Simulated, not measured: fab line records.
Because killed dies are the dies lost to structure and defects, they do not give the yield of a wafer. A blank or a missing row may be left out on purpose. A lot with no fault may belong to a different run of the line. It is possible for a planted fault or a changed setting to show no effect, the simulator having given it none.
fab line records	flow n5_finfet
[record] lots = 24	wafers = 72	last_day = 21
route steps=1938 shown BEOL_M10@1484 BEOL_M12@1613
lots untouched by any fault: they come from a run of this same line in which no faults occurred
start_h: start of the lot's first displayed wafer, in hours after the record's first day	wait_h: hours from the lot's prior step to this one	" identical to the entry in the row above	L1.1+2: a row that stands for several wafers	- no value present, or no start provided	* or withheld: withheld	< > ~ a bound
route shown NAME@n: a module of which the file shows steps, and the number in the route of the first	usual: mean and standard deviation over wafers with no fault	same: alike in all rows	chamber/n: place in a boat	sites: readings site by site	_std_site: the values' standard deviation	_edge_site: mean of outer sites minus mean of inner sites	radius_mm: for every site, how far away it sits from the centre of the wafer	mask NAME#n: copy n	behind: the last tool/chamber to shape the wafer	hold: cause of the lot's hold/its duration in hours/its outcome	device: names the non-switching transistor (n, p or np)	end of line: at the end of the route, the tests of the same wafers	a step given without rows: its recipe and nothing more	killed: count of dies lost to structure and defects at first sort (not the wafer's yield)	map: a wafer's dies, marking killed ones x, the rest . and places with no die _
set.NAME: setting as actually run; set.NAME@STEP: the setting as run at that earlier step	model.NAME: the simulator's own value behind a step, which no gauge read
steps of the route over a sample of lots; a table a step, a row a wafer
services: when a tool's chamber went out of use (start_h, in hours from the record's first day, below 0 if earlier), for how many hours, and the reason
[[steps]]
[step N5_BEOL_M10_OVL_MEAS_12]
[recipe] points_per_wafer = 44
[usual] M10_OVL = 0.3/0.8
lot.wafer	tool	chamber	start_h	wait_h	M10_OVL[nm]
L075.1	overlay-01	0	281.60	0.0	-0.7
L075.3	"	0	"	"	-0.3
L075.6	"	0	"	"	0.0
L074.3	overlay-01	0	287.16	0.0	-0.5
L074.4	"	0	"	"	0.2
L074.6	"	0	"	"	0.4
L076.1	overlay-01	0	297.28	0.0	-0.3
L076.4	"	0	"	"	0.0
L076.6	"	0	"	"	0.9
L077.3	overlay-01	0	304.04	0.0	-0.4
L077.5	"	0	"	"	0.1
L077.6	"	0	"	"	0.2
L080.2	overlay-01	0	312.09	0.0	0.7
L080.3	"	0	"	"	0.3
L080.5	"	0	"	"	1.0
L081.1	overlay-01	0	317.54	0.0	1.1
L081.2	"	0	"	"	1.0
L081.5	"	0	"	"	0.5
L079.2	overlay-01	0	327.11	0.0	0.7
L079.3	"	0	"	"	-1.2
L079.4	"	0	"	"	-0.7
L082.2	overlay-01	0	330.00	0.0	1.4
L082.5	"	0	"	"	0.7
L082.6	"	0	"	"	1.1
L078.2	overlay-01	0	331.93	0.0	0.2
L078.4	"	0	"	"	0.3
L078.6	"	0	"	"	0.8
L083.2	overlay-01	0	333.03	0.0	1.8
L083.3	"	0	"	"	0.3
L083.4	"	0	"	"	1.6
L085.1	overlay-01	0	346.00	0.0	1.6
L085.2	"	0	"	"	0.4
L085.3	"	0	"	"	0.9
L086.3	overlay-01	0	350.59	0.0	-0.7
L086.4	"	0	"	"	0.8
L086.5	"	0	"	"	-0.5
L084.2	overlay-01	0	357.62	0.0	0.5
L084.4	"	0	"	"	1.7
L084.5	"	0	"	"	0.4
L088.3	overlay-01	0	366.91	0.0	1.3
L088.5	"	0	"	"	-0.2
L088.6	"	0	"	"	0.2
L089.2	overlay-01	0	367.41	0.0	-0.1
L089.4	"	0	"	"	0.7
L089.6	"	0	"	"	1.1
L087.2	overlay-01	0	371.21	0.0	0.5
L087.3	"	0	"	"	-0.5
L087.5	"	0	"	"	0.0
L091.1	overlay-01	0	376.22	0.0	1.1
L091.2	"	0	"	"	-0.3
L091.4	"	0	"	"	-0.5
L090.2	overlay-01	0	396.49	0.0	1.2
L090.4	"	0	"	"	-0.1
L090.5	"	0	"	"	-0.7
L093.1	overlay-01	0	402.69	0.0	-0.7
L093.5	"	0	"	"	-0.2
L093.6	"	0	"	"	-1.0
L094.2	overlay-01	0	405.29	0.0	1.5
L094.3	"	0	"	"	1.8
L094.4	"	0	"	"	0.9
L092.1	overlay-01	0	409.46	0.0	-0.3
L092.4	"	0	"	"	-0.7
L092.6	"	0	"	"	0.1
L097.1	overlay-01	0	424.62	0.0	1.5
L097.2	"	0	"	"	-0.6
L097.4	"	0	"	"	-0.1
L096.2	overlay-01	0	425.60	0.0	1.8
L096.3	"	0	"	"	1.2
L096.4	"	0	"	"	0.5
L095.2	overlay-02	0	454.49	0.0	0.6
L095.3	"	0	"	"	0.1
L095.5	"	0	"	"	0.2
[step N5_BEOL_M10_ETCH_61]
[recipe] chemistry = CF4	target = SiARC	target_depth_a = 390	mask_material = CAR-ArF	time_s = 65	ion_energy_ev = 80	pressure_mtorr = 40	source_w = 545	bias_w = 36	Ar_flow_sccm = 100	cf4_flow_sccm = 100	ends = cleared
[usual] drypump_motor_current_A = 5.6/0.54	etch_rf_on_time_s = 65.8/2	oes_product_au = 0.68/0.071	rf_vpp_V = 183.9/1	showerhead_plenum_p_Torr = 2.14/0.053	throttle_valve_pct = 15.42/0.17
lot.wafer	tool	chamber	start_h	wait_h	drypump_motor_current_A	etch_rf_on_time_s	oes_product_au	rf_hours_counter_h	rf_vpp_V	showerhead_plenum_p_Torr	throttle_valve_pct
L075.1	rie_diel-05	3	282.16	0.0	5.2	67.7	0.74	50	183.8	2.10	15.42
L075.3	"	1	"	"	6.4	68.4	0.69	67	183.2	2.10	15.33
L075.6	"	3	"	"	5.2	67.1	0.75	-	184.1	2.10	15.42
L074.3	rie_diel-04	1	287.26	0.0	6.3	63.6	0.72	71	184.0	2.16	15.61
L074.4	"	2	"	"	4.9	69.8	0.60	181	184.4	2.13	15.28
L074.6	"	3	"	"	6.6	64.9	0.59	-	185.7	2.19	15.56
L076.1	rie_diel-01	0	297.37	0.0	5.5	68.2	0.57	233	182.9	2.12	15.77
L076.4	"	1	"	"	5.0	67.1	0.60	207	184.4	2.20	15.58
L076.6	"	0	"	"	5.5	67.7	0.57	-	183.3	2.12	15.77
L077.3	rie_diel-05	3	304.27	0.0	5.3	66.0	0.74	56	183.8	2.10	15.43
L077.5	"	1	"	"	6.4	67.4	0.69	-	183.1	2.10	15.34
L077.6	"	2	"	"	5.4	63.3	0.63	-	182.5	2.15	15.40
L080.2	rie_diel-04	0	312.44	0.0	5.7	64.7	0.79	16	183.5	2.11	15.22
L080.3	"	1	"	"	6.4	65.5	0.70	82	184.4	2.16	15.64
L080.5	"	2	"	"	4.9	70.6	0.58	-	183.6	2.12	15.31
L081.1	rie_diel-05	2	317.64	0.0	5.4	64.3	0.62	183	185.2	2.14	15.42
L081.2	"	3	"	"	5.3	66.4	0.73	62	184.4	2.10	15.43
L081.5	"	0	"	"	5.3	66.9	0.64	-	184.6	2.15	15.62
L079.2	rie_diel-01	0	327.20	0.0	5.5	66.9	0.58	243	182.8	2.12	15.82
L079.3	"	1	"	"	5.0	66.3	0.59	216	184.5	2.19	15.61
L079.4	"	3	"	"	5.7	65.5	0.68	114	182.5	2.08	15.36
L082.2	rie_diel-04	3	330.09	0.0	6.5	62.9	0.83	2	183.6	2.18	15.12
L082.5	"	2	"	"	4.9	69.6	0.59	-	181.5	2.12	15.33
L082.6	"	3	"	"	6.5	62.7	0.84	-	183.4	2.18	15.13
L078.2	rie_diel-05	2	332.26	0.0	5.4	64.5	0.62	188	184.5	2.14	15.43
L078.4	"	0	"	"	5.3	67.1	0.63	151	183.4	2.15	15.64
L078.6	"	0	"	"	5.3	67.0	0.63	-	183.2	2.15	15.64
L083.2	rie_diel-04	2	333.12	0.0	4.9	70.0	0.58	201	183.0	2.12	15.32
L083.3	"	3	"	"	6.6	63.0	0.82	4	184.0	2.18	15.15
L083.4	"	0	"	"	5.7	65.6	0.77	25	182.7	2.11	15.25
L085.1	rie_diel-05	0	347.09	0.0	5.3	67.7	0.63	156	183.2	2.15	15.65
L085.2	"	1	"	"	6.4	67.4	0.67	89	183.8	2.09	15.37
L085.3	"	2	"	"	5.4	63.9	0.62	193	184.2	2.14	15.47
L086.3	rie_diel-05	0	350.68	0.0	5.3	68.0	0.62	157	183.9	2.15	15.65
L086.4	"	1	"	"	6.4	68.4	0.67	91	183.8	2.09	15.37
L086.5	"	1	"	"	6.4	68.1	0.66	-	185.2	2.09	15.39
L084.2	rie_diel-01	3	357.71	0.0	5.6	65.0	0.67	125	182.1	2.07	15.40
L084.4	"	3	"	"	5.6	65.1	0.66	-	185.9	2.07	15.39
L084.5	"	1	"	"	5.1	66.5	0.59	-	184.4	2.19	15.62
L088.3	rie_diel-01	2	367.10	0.0	5.2	62.1	0.75	44	186.9	2.28	15.21
L088.5	"	2	"	"	5.2	62.9	0.75	-	186.1	2.28	15.22
L088.6	"	1	"	"	5.0	65.1	0.59	-	184.4	2.19	15.65
L089.2	rie_diel-01	0	367.53	0.0	5.5	65.6	0.86	0	184.3	2.12	15.29
L089.4	"	1	"	"	5.1	65.8	0.59	234	184.8	2.19	15.65
L089.6	"	2	"	"	5.3	63.8	0.74	-	185.0	2.28	15.21
L087.2	rie_diel-05	0	371.30	0.0	5.2	67.0	0.62	164	183.3	2.15	15.67
L087.3	"	2	"	"	5.4	64.4	0.61	202	184.2	2.14	15.47
L087.5	"	2	"	"	5.4	63.9	0.62	-	182.3	2.14	15.47
L091.1	rie_diel-05	2	376.56	0.0	5.4	64.5	0.61	203	184.6	2.14	15.47
L091.2	"	3	"	"	5.2	67.8	0.70	81	182.6	2.09	15.48
L091.4	"	1	"	"	6.4	68.0	0.65	99	182.9	2.09	15.40
L090.2	rie_diel-05	3	396.71	0.0	5.2	67.4	0.70	88	183.0	2.09	15.49
L090.4	"	2	"	"	5.4	63.7	0.61	210	184.0	2.14	15.47
L090.5	"	2	"	"	5.4	63.2	0.61	-	184.8	2.14	15.48
L093.1	rie_diel-04	1	402.87	0.0	6.4	64.2	0.67	114	184.6	2.15	15.70
L093.5	"	2	"	"	4.9	69.3	0.57	-	183.4	2.11	15.38
L093.6	"	3	"	"	6.5	62.8	0.75	-	184.9	2.17	15.19
L094.2	rie_diel-04	1	405.45	0.0	6.3	65.0	0.67	115	183.0	2.15	15.72
L094.3	"	2	"	"	4.9	69.5	0.57	222	182.3	2.11	15.39
L094.4	"	0	"	"	5.7	64.8	0.74	51	181.8	2.10	15.28
L092.1	rie_diel-04	3	409.55	0.0	6.5	62.7	0.75	33	184.8	2.17	15.19
L092.4	"	0	"	"	5.8	63.8	0.74	53	183.7	2.10	15.29
L092.6	"	3	"	"	6.6	62.9	0.76	-	184.7	2.17	15.19
L097.1	rie_diel-05	2	424.72	0.0	5.4	64.2	0.60	219	183.5	2.13	15.52
L097.2	"	1	"	"	6.4	68.3	0.64	116	183.3	2.08	15.42
L097.4	"	3	"	"	5.3	66.6	0.70	97	182.8	2.08	15.51
L096.2	rie_diel-01	3	425.70	0.0	5.6	64.4	0.65	151	184.1	2.06	15.43
L096.3	"	2	"	"	5.2	63.6	0.72	66	186.1	2.27	15.26
L096.4	"	3	"	"	5.6	65.0	0.65	-	183.8	2.06	15.44
L095.2	rie_diel-04	2	454.69	0.0	4.9	70.7	0.56	240	184.4	2.11	15.41
L095.3	"	3	"	"	6.5	64.3	0.73	48	185.2	2.17	15.22
L095.5	"	3	"	"	6.5	64.3	0.73	-	186.3	2.17	15.23
[step N5_BEOL_M10_CD_MEAS_18]
[recipe] pitch_nm = 140	target_cd_nm = 70
[usual] cd_nm = 70.2/0.95
lot.wafer	tool	chamber	start_h	wait_h	cd_nm
L075.1	cd_sem-03	-	282.95	0.0	70.6
L075.3	"	-	"	"	70.6
L075.6	"	-	"	"	69.6
L074.3	cd_sem-03	-	287.72	0.1	68.7
L074.4	"	-	"	"	68.5
L074.6	"	-	"	"	68.8
L076.1	cd_sem-01	-	297.79	0.0	70.7
L076.4	"	-	"	"	70.2
L076.6	"	-	"	"	71.8
L077.3	cd_sem-03	-	304.83	0.1	70.5
L077.5	"	-	"	"	70.9
L077.6	"	-	"	"	71.1
L080.2	cd_sem-02	-	312.86	0.1	70.9
L080.3	"	-	"	"	69.5
L080.5	"	-	"	"	69.6
L081.1	cd_sem-03	-	318.05	0.0	68.6
L081.2	"	-	"	"	68.7
L081.5	"	-	"	"	70.5
L079.2	cd_sem-03	-	327.63	0.1	70.5
L079.3	"	-	"	"	72.2
L079.4	"	-	"	"	70.1
L082.2	cd_sem-01	-	330.52	0.1	70.7
L082.5	"	-	"	"	71.3
L082.6	"	-	"	"	69.7
L078.2	cd_sem-02	-	332.71	0.1	71.2
L078.4	"	-	"	"	71.5
L078.6	"	-	"	"	71.9
L083.2	cd_sem-03	-	333.91	0.1	70.8
L083.3	"	-	"	"	70.8
L083.4	"	-	"	"	70.2
L085.1	cd_sem-03	-	347.68	0.0	70.1
L085.2	"	-	"	"	69.8
L085.3	"	-	"	"	71.5
L086.3	cd_sem-03	-	351.10	0.1	70.8
L086.4	"	-	"	"	69.6
L086.5	"	-	"	"	70.2
L084.2	cd_sem-02	-	358.14	0.1	69.7
L084.4	"	-	"	"	68.2
L084.5	"	-	"	"	69.8
L088.3	cd_sem-02	-	367.52	0.1	72.7
L088.5	"	-	"	"	71.8
L088.6	"	-	"	"	70.7
L089.2	cd_sem-03	-	367.95	0.1	70.0
L089.4	"	-	"	"	70.1
L089.6	"	-	"	"	70.8
L087.2	cd_sem-01	-	371.72	0.1	69.5
L087.3	"	-	"	"	68.0
L087.5	"	-	"	"	69.0
L091.1	cd_sem-02	-	377.07	0.0	70.8
L091.2	"	-	"	"	70.2
L091.4	"	-	"	"	70.7
L090.2	cd_sem-03	-	397.13	0.1	68.5
L090.4	"	-	"	"	68.3
L090.5	"	-	"	"	69.1
L093.1	cd_sem-01	-	403.28	0.0	70.8
L093.5	"	-	"	"	71.0
L093.6	"	-	"	"	69.5
L094.2	cd_sem-03	-	405.98	0.1	70.1
L094.3	"	-	"	"	69.3
L094.4	"	-	"	"	70.1
L092.1	cd_sem-01	-	409.97	0.0	70.5
L092.4	"	-	"	"	71.1
L092.6	"	-	"	"	71.1
L097.1	cd_sem-01	-	425.17	0.0	70.1
L097.2	"	-	"	"	69.7
L097.4	"	-	"	"	68.7
L096.2	cd_sem-02	-	426.11	0.1	70.3
L096.3	"	-	"	"	71.3
L096.4	"	-	"	"	69.9
L095.2	cd_sem-03	-	455.12	0.1	70.4
L095.3	"	-	"	"	69.8
L095.5	"	-	"	"	71.2
[step N5_BEOL_M10_ANNEAL_51]
[recipe] temp_c = 225	time_s = 90	ambient = N2
[usual] anneal_temp_c_max = 226.10/0.28	wafer_temp_C_max = 225.96/0.23
lot.wafer	tool	chamber	start_h	wait_h	anneal_temp_c_max	wafer_temp_C_max
L075.1	rtp_anneal-02	0	287.74	0.1	225.68	225.92
L075.3	"	0	"	"	225.99	226.27
L075.6	"	0	"	"	225.72	225.87
L074.3	rtp_anneal-02	0	292.38	0.1	225.82	225.99
L074.4	"	0	"	"	226.13	226.29
L074.6	"	0	"	"	225.81	226.13
L076.1	rtp_anneal-01	0	301.65	0.9	226.20	225.94
L076.4	"	0	"	"	226.10	226.02
L076.6	"	0	"	"	225.89	225.77
L077.3	rtp_anneal-02	0	307.64	0.3	226.08	225.62
L077.5	"	0	"	"	225.91	225.94
L077.6	"	0	"	"	225.77	225.74
L080.2	rtp_anneal-01	0	317.84	0.1	226.69	226.03
L080.3	"	0	"	"	226.30	225.78
L080.5	"	0	"	"	226.09	226.05
L081.1	rtp_anneal-02	0	324.37	0.5	226.03	226.03
L081.2	"	0	"	"	225.67	226.10
L081.5	"	0	"	"	226.00	226.19
L079.2	rtp_anneal-02	0	331.20	0.1	225.96	226.13
L079.3	"	0	"	"	226.04	226.02
L079.4	"	0	"	"	225.74	226.03
L082.2	rtp_anneal-01	0	335.92	0.1	226.17	226.16
L082.5	"	0	"	"	226.31	226.27
L082.6	"	0	"	"	226.04	225.95
L083.2	rtp_anneal-02	0	337.23	0.6	225.97	226.04
L083.3	"	0	"	"	225.97	225.78
L083.4	"	0	"	"	225.64	225.62
L078.2	rtp_anneal-02	0	340.44	2.5	226.16	226.06
L078.4	"	0	"	"	225.82	226.14
L078.6	"	0	"	"	225.92	226.28
L085.1	rtp_anneal-01	0	352.86	0.1	226.36	225.93
L085.2	"	0	"	"	226.69	225.76
L085.3	"	0	"	"	226.39	226.24
L086.3	rtp_anneal-02	0	354.81	0.3	226.11	226.39
L086.4	"	0	"	"	225.75	226.02
L086.5	"	0	"	"	226.18	225.75
L084.2	rtp_anneal-02	0	365.80	0.2	226.06	226.28
L084.4	"	0	"	"	226.21	226.06
L084.5	"	0	"	"	226.22	225.84
L088.3	rtp_anneal-01	0	371.01	0.3	226.22	225.83
L088.5	"	0	"	"	225.95	225.88
L088.6	"	0	"	"	225.93	225.75
L089.2	rtp_anneal-01	0	371.63	0.1	226.37	225.90
L089.4	"	0	"	"	226.28	226.06
L089.6	"	0	"	"	226.28	225.56
L087.2	rtp_anneal-01	0	381.02	0.1	226.55	225.85
L087.3	"	0	"	"	226.39	225.93
L087.5	"	0	"	"	226.15	226.12
L091.1	rtp_anneal-01	0	381.27	0.1	226.45	226.10
L091.2	"	0	"	"	226.54	226.10
L091.4	"	0	"	"	226.85	226.11
L090.2	rtp_anneal-02	0	403.17	0.3	226.06	225.77
L090.4	"	0	"	"	225.79	225.42
L090.5	"	0	"	"	225.91	225.64
L093.1	rtp_anneal-02	0	408.09	0.1	225.81	225.71
L093.5	"	0	"	"	225.58	225.88
L093.6	"	0	"	"	225.88	226.21
L094.2	rtp_anneal-02	0	410.91	0.1	226.26	225.82
L094.3	"	0	"	"	226.20	225.42
L094.4	"	0	"	"	226.20	225.63
L092.1	rtp_anneal-01	0	415.66	0.1	226.45	226.14
L092.4	"	0	"	"	226.34	226.17
L092.6	"	0	"	"	226.53	225.93
L097.1	rtp_anneal-01	0	427.79	0.1	226.68	225.99
L097.2	"	0	"	"	226.55	225.55
L097.4	"	0	"	"	226.09	225.89
L096.2	rtp_anneal-02	0	428.90	0.1	225.93	225.90
L096.3	"	0	"	"	226.07	225.60
L096.4	"	0	"	"	225.72	226.21
L095.2	rtp_anneal-02	0	460.53	0.2	225.94	226.11
L095.3	"	0	"	"	226.22	225.99
L095.5	"	0	"	"	225.89	225.99
[step N5_BEOL_M10_THK_MEAS_53]
[recipe] thk_meas_gauge = xrf	reads = Cu_of_BEOL_M10_ECD_50
[usual] M10_THK = 142/3.3
lot.wafer	tool	chamber	start_h	wait_h	M10_THK[nm]
L075.1	film_metro-01	-	288.40	-	141
L075.3	"	-	"	"	142
L075.6	"	-	"	"	147
L074.3	film_metro-01	-	292.88	-	141
L074.4	"	-	"	"	145
L074.6	"	-	"	"	138
L076.1	film_metro-01	-	302.25	-	145
L076.4	"	-	"	"	140
L076.6	"	-	"	"	148
L077.3	film_metro-02	-	308.15	-	139
L077.5	"	-	"	"	140
L077.6	"	-	"	"	144
L080.2	film_metro-01	-	318.41	-	143
L080.3	"	-	"	"	143
L080.5	"	-	"	"	140
L081.1	film_metro-01	-	324.96	-	144
L081.2	"	-	"	"	136
L081.5	"	-	"	"	137
L079.2	film_metro-02	-	331.76	-	148
L079.3	"	-	"	"	144
L079.4	"	-	"	"	149
L082.2	film_metro-01	-	336.46	-	143
L082.5	"	-	"	"	145
L082.6	"	-	"	"	145
L083.2	film_metro-01	-	337.78	-	138
L083.3	"	-	"	"	145
L083.4	"	-	"	"	144
L078.2	film_metro-02	-	340.98	-	141
L078.4	"	-	"	"	142
L078.6	"	-	"	"	141
L085.1	film_metro-01	-	353.45	-	145
L085.2	"	-	"	"	142
L085.3	"	-	"	"	140
L086.3	film_metro-01	-	355.31	-	139
L086.4	"	-	"	"	141
L086.5	"	-	"	"	141
L084.2	film_metro-02	-	366.35	-	140
L084.4	"	-	"	"	140
L084.5	"	-	"	"	140
L088.3	film_metro-01	-	371.51	-	143
L088.5	"	-	"	"	143
L088.6	"	-	"	"	140
L089.2	film_metro-01	-	372.18	-	145
L089.4	"	-	"	"	142
L089.6	"	-	"	"	142
L087.2	film_metro-02	-	381.57	-	137
L087.3	"	-	"	"	145
L087.5	"	-	"	"	137
L091.1	film_metro-02	-	381.87	-	137
L091.2	"	-	"	"	136
L091.4	"	-	"	"	137
L090.2	film_metro-01	-	403.72	-	145
L090.4	"	-	"	"	140
L090.5	"	-	"	"	139
L093.1	film_metro-01	-	408.68	-	139
L093.5	"	-	"	"	138
L093.6	"	-	"	"	139
L094.2	film_metro-01	-	411.46	-	139
L094.3	"	-	"	"	146
L094.4	"	-	"	"	139
L092.1	film_metro-01	-	416.26	0.1	144
L092.4	"	-	"	"	138
L092.6	"	-	"	"	137
L097.1	film_metro-02	-	428.40	-	145
L097.2	"	-	"	"	147
L097.4	"	-	"	"	145
L096.2	film_metro-01	-	429.45	-	139
L096.3	"	-	"	"	146
L096.4	"	-	"	"	145
L095.2	film_metro-02	-	461.23	-	137
L095.3	"	-	"	"	142
L095.5	"	-	"	"	137
[step N5_BEOL_M12_OVL_MEAS_11]
[recipe] points_per_wafer = 44
[usual] V11_OVL = 0/5.1
lot.wafer	tool	chamber	start_h	wait_h	V11_OVL[nm]
L075.1	overlay-01	0	294.42	0.0	-2
L075.3	"	0	"	"	4
L075.6	"	0	"	"	-6
L074.3	overlay-01	0	303.07	0.0	-2
L074.4	"	0	"	"	-1
L074.6	"	0	"	"	2
L076.1	overlay-01	0	310.27	0.0	-4
L076.4	"	0	"	"	0
L076.6	"	0	"	"	-2
L077.3	overlay-01	0	316.98	0.0	-3
L077.5	"	0	"	"	-4
L077.6	"	0	"	"	1
L080.2	overlay-01	0	329.41	0.0	2
L080.3	"	0	"	"	6
L080.5	"	0	"	"	8
L081.1	overlay-01	0	332.46	0.0	-2
L081.2	"	0	"	"	4
L081.5	"	0	"	"	2
L079.2	overlay-01	0	343.02	0.1	0
L079.3	"	0	"	"	11
L079.4	"	0	"	"	5
L083.2	overlay-01	0	345.59	0.0	6
L083.3	"	0	"	"	7
L083.4	"	0	"	"	6
L082.2	overlay-01	0	346.32	0.0	-2
L082.5	"	0	"	"	-3
L082.6	"	0	"	"	3
L078.2	overlay-01	0	349.16	0.0	5
L078.4	"	0	"	"	4
L078.6	"	0	"	"	-1
L085.1	overlay-01	0	359.81	0.0	4
L085.2	"	0	"	"	-3
L085.3	"	0	"	"	3
L086.3	overlay-01	0	366.93	0.0	1
L086.4	"	0	"	"	-5
L086.5	"	0	"	"	-3
L084.2	overlay-01	0	376.14	0.0	7
L084.4	"	0	"	"	10
L084.5	"	0	"	"	8
L089.2	overlay-01	0	382.33	0.0	-1
L089.4	"	0	"	"	-1
L089.6	"	0	"	"	-2
L088.3	overlay-01	0	383.06	0.0	-3
L088.5	"	0	"	"	0
L088.6	"	0	"	"	-3
L087.2	overlay-01	0	392.28	0.0	6
L087.3	"	0	"	"	2
L087.5	"	0	"	"	6
L091.1	overlay-01	0	393.64	0.0	-3
L091.2	"	0	"	"	-3
L091.4	"	0	"	"	-1
L090.2	overlay-01	0	411.69	0.0	-7
L090.4	"	0	"	"	2
L090.5	"	0	"	"	-8
L093.1	overlay-01	0	418.52	0.0	0
L093.5	"	0	"	"	-5
L093.6	"	0	"	"	-3
L094.2	overlay-01	0	423.35	0.0	4
L094.3	"	0	"	"	5
L094.4	"	0	"	"	5
L092.1	overlay-01	0	427.32	0.0	-6
L092.4	"	0	"	"	-6
L092.6	"	0	"	"	-3
L097.1	overlay-01	0	437.00	0.0	-3
L097.2	"	0	"	"	-3
L097.4	"	0	"	"	2
L096.2	overlay-02	0	438.29	0.0	6
L096.3	"	0	"	"	-5
L096.4	"	0	"	"	-1
L095.2	overlay-01	0	471.02	0.0	6
L095.3	"	0	"	"	6
L095.5	"	0	"	"	10
[[services]]
tool	chamber	start_h	hours	kind
rie_diel-04	3	304.27	-	clean
rie_diel-04	3	304.27	-	consumable_replace:focus_ring
rie_diel-04	3	304.27	19.4	scheduled_down
rie_diel-04	3	304.27	19.4	vent_cycle
rtp_anneal-01	-	337.03	5.9	pm
rie_diel-01	0	346.66	-	clean
rie_diel-01	0	346.66	-	consumable_replace:focus_ring
rie_diel-04	2	364.60	12.6	repair
rie_diel-01	3	395.29	4.1	repair
rie_diel-01	1	413.20	-	clean
rie_diel-01	1	413.20	-	consumable_replace:focus_ring
rie_diel-01	1	413.20	28.5	scheduled_down
rie_diel-01	1	413.20	28.5	vent_cycle
rie_diel-05	0	417.32	6.0	repair
rie_diel-04	1	448.62	4.0	repair
[[key]]
fault none
